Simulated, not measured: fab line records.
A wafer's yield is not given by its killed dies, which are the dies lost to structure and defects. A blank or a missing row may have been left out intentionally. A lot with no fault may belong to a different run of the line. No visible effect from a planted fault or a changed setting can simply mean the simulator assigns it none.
Struck lot and sound lot, side by side + flow n5_finfet + 37 out of 1938 route steps
Sound: these wafers, L917.1, L917.3, L917.6. The struck wafers were L923.2, L923.3, L923.6. At the end, the cause is stated.
Order at every step that has rows: each side's tool, ch and its chambers, its first start. Under that, the readings that differ: sound wafers + struck wafers + difference of the means + sigmas: that difference in standard deviations of wafers without a fault.
alike: same words and numbers on both sides, and readings whose means sit less than 2 such deviations apart. not compared: any withheld reading, any reading some wafer has no value for, any bound like >300 that may hide the same value, and any number with overlapping values for which the record gives no deviation.
The two part at a step that has a row with sigmas, a row that says differs or no value, or rows on one side only. Non-overlapping numbers with no deviation appear without sigmas and do not part them. A reading that every wafer of one side lacks parts them only if that side has two wafers or more.

first, 9 steps without rows for these wafers: N5_WELL_APT_HMDS_18 (time 60 s); N5_WELL_APT_COAT_19 (resist thk 950 nm); N5_WELL_APT_EBR_21; N5_WELL_APT_SOFTBAKE_20 (time 60 s); N5_WELL_APT_EXPOSE_22 (exposes mask PWELL, defocus 0 nm, target cd 200 nm); N5_WELL_APT_PEB_23 (peb time 90 s); N5_WELL_APT_DEVELOP_24 (develop time 45 s); N5_WELL_APT_HARDBAKE_29 (time 120 s); N5_WELL_APT_DESCUM_30 (chemistry O2, time 7.9 s).
N5_WELL_APT_IMPLANT_31:
  sound on implanter-02 ch 0, day 3 21:03; struck on implanter-02 ch 0, day 5 09:28
| reading            | sound                            | struck                          | difference | sigmas      |
|--------------------|----------------------------------|---------------------------------|------------|-------------|
| dose_ions_cm2      | 1.4993e+13 1.4983e+13 1.4982e+13 | 1.326e+13 1.3235e+13 1.3218e+13 | -1.748e+12 | -99 or more |
| faraday_current_uA | 186 186 189                      | 163 175 166                     | -19        | -5          |
  alike: rotation_deg
then, 25 steps without rows for these wafers: N5_WELL_APT_IMPLANT_32; N5_WELL_APT_STRIP_33 (strips in SPM, time 900 s); N5_WELL_APT_RTA_34 (time 10 s); N5_WELL_APT_OXIDE_STRIP_42 (strips SiO2 in dHF, time 45 s, target depth 12 nm); N5_WELL_APT_PRECLEAN_36 (cleans in O3/DIW, time 45 s); N5_WELL_APT_PRECLEAN_39 (cleans in dHF, time 60 s); N5_WELL_APT_SRD_37 (time 30 s); N5_WELL_APT_EPI_41 (deposits Si from SiH4/H2, target thk 50 nm, time 297.7 s); N5_PMOS_HMC_CHANNEL_EPI_HM_DEP_34 (deposits SiO2 from TEOS/O2, target thk 36 nm, time 6.9 s); N5_PMOS_HMC_CHANNEL_EPI_COAT_31 (time 60 s, resist thk 66 nm); N5_PMOS_HMC_CHANNEL_EPI_COAT_03 (resist thk 205 nm); N5_PMOS_HMC_CHANNEL_EPI_EBR_05; N5_PMOS_HMC_CHANNEL_EPI_SOFTBAKE_04 (time 60 s); N5_PMOS_HMC_CHANNEL_EPI_EXPOSE_06 (exposes mask PMOS HMC BLK, target cd 240 nm); N5_PMOS_HMC_CHANNEL_EPI_PEB_07 (peb time 60 s); N5_PMOS_HMC_CHANNEL_EPI_DEVELOP_08 (develop time 30 s); N5_PMOS_HMC_CHANNEL_EPI_DESCUM_14 (chemistry O2, time 7.9 s); N5_PMOS_HMC_CHANNEL_EPI_ETCH_32 (etches BARC in N2/H2, stops on SiO2, target depth 85.8 nm, time 50.3 s); N5_PMOS_HMC_CHANNEL_EPI_HM_OPEN_15 (chemistry CHF3/O2, target SiO2, target depth 40.6 nm, time 20.3 s); N5_PMOS_HMC_CHANNEL_EPI_STRIP_33 (strips in N2/H2); N5_PMOS_HMC_CHANNEL_EPI_STRIP_17 (strips in SPM, time 750 s); N5_PMOS_HMC_CHANNEL_EPI_ETCH_38 (etches SiO2 in CF4, target depth 1.5 nm); N5_PMOS_HMC_CHANNEL_EPI_FIN_RECESS_16 (chemistry HBr/Cl2, target Si, target depth 54 nm, time 18 s); N5_PMOS_HMC_CHANNEL_EPI_PRECLEAN_36 (cleans in O3/DIW, time 45 s); N5_PMOS_HMC_CHANNEL_EPI_PRECLEAN_18 (cleans in DHF, time 30 s).
-- record jumps: 7 days separate the struck wafers' starts on either side; left off in module PMOS_HMC_CHANNEL_EPI, taken up again in module BEOL_M4, whose first shown step is the route's number 1111 --
N5_BEOL_M4_RC_MEAS_101:
  sound on prober-02 ch 0, day 10 05:39; struck on prober-02 ch 0, day 11 23:48
| reading           | sound          | struck         | difference | sigmas |
|-------------------|----------------|----------------|------------|--------|
| RS_PWELL (ohm/sq) | 2970 3022 2998 | 3271 3272 3273 | +275       | +14    |
  alike: DIBL_N, DIBL_P, IOFF_N, IOFF_P, ION_N, ION_P, SS_N, SS_P, VT_N, VT_P
-- the record jumps here: 5 days lie between the struck wafers' starts before and after (it left off in module BEOL_M4 and takes up again in module PASSIVATION, whose first step shown is number 1936 of the route) --
N5_PASSIVATION_PROBE_49:
  sound on prober-02, day 14 16:50; struck on prober-01, day 16 14:35
  alike: defect_limited_yield, killed_at_M0_to_M3, killed_at_M4_up, killed_at_contacts, killed_at_front_end, killed_at_other, killed_dies, killed_open, killed_short, sort_bin_5_function, sort_bin_6_memory, sort_n_pass, sort_yield_pct

== WHERE THEY PART ==
Earliest at N5_WELL_APT_IMPLANT_31; latest, in this record, at N5_BEOL_M4_RC_MEAS_101. Later steps at which nothing parts them and some readings are alike: N5_PASSIVATION_PROBE_49.

WHY: whatever the simulator had introduced
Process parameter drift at N5_WELL_APT_IMPLANT_31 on implanter-02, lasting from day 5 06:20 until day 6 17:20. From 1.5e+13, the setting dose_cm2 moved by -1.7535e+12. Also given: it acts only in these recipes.
